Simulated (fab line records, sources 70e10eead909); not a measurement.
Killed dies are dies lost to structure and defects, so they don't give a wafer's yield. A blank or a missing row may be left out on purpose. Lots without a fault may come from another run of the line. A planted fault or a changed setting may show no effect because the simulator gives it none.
Chamber matching | flow nand_harc | NHARC_A_CHANNEL_FILL_D1_ALD_16 on ald_hk-01: 4 sister chambers
The step deposits SiO2, target thk 1.5 nm, pulse time 10 s, ald cycles 15. 4 wafers are shown with their chamber, then 10 later ones without.

WAFERS WITH THEIR CHAMBER
wafer  | chamber | heater_power_w (W)
L085.1 | 3       | 439
L089.5 | 1       | 479
L087.1 | 2       | 515
L087.3 | 0       | 398

WAFERS WITHOUT THEIR CHAMBER
wafer  | heater_power_w (W)
L087.4 | 479
L091.1 | 443
L091.3 | 469
L091.4 | 404
L093.1 | 454
L093.3 | 406
L093.4 | 506
L094.4 | 521
L094.5 | 437
L094.6 | 519

WHICH CHAMBER EACH WENT THROUGH
wafer  | from the rows above     | in truth
L087.4 | 1                       | 1
L091.1 | 3                       | 3
L091.3 | 1                       | 1
L091.4 | 0                       | 0
L093.1 | can't be placed: 3 or 1 | 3
L093.3 | 0                       | 0
L093.4 | 2                       | 2
L094.4 | 2                       | 2
L094.5 | 3                       | 3
L094.6 | 2                       | 2
Placed correctly: 9 of 10. Can't be placed from these rows: 1 (the true chamber is among the candidates in 1). Placed wrongly: 0.
How it was worked out, from the rows above alone: a wafer's distance from a chamber is the root of the sum, over the readings, of the square of ((its reading less the chamber's mean) divided by the reading's scatter). The wafer belongs to the nearest chamber; if the next one is less than 2 further off, it can't be placed. A chamber's mean is the mean of its shown wafers. The scatter: with one shown wafer a chamber, the root of the mean of the squares of how far each hidden wafer lies from its nearest shown one.
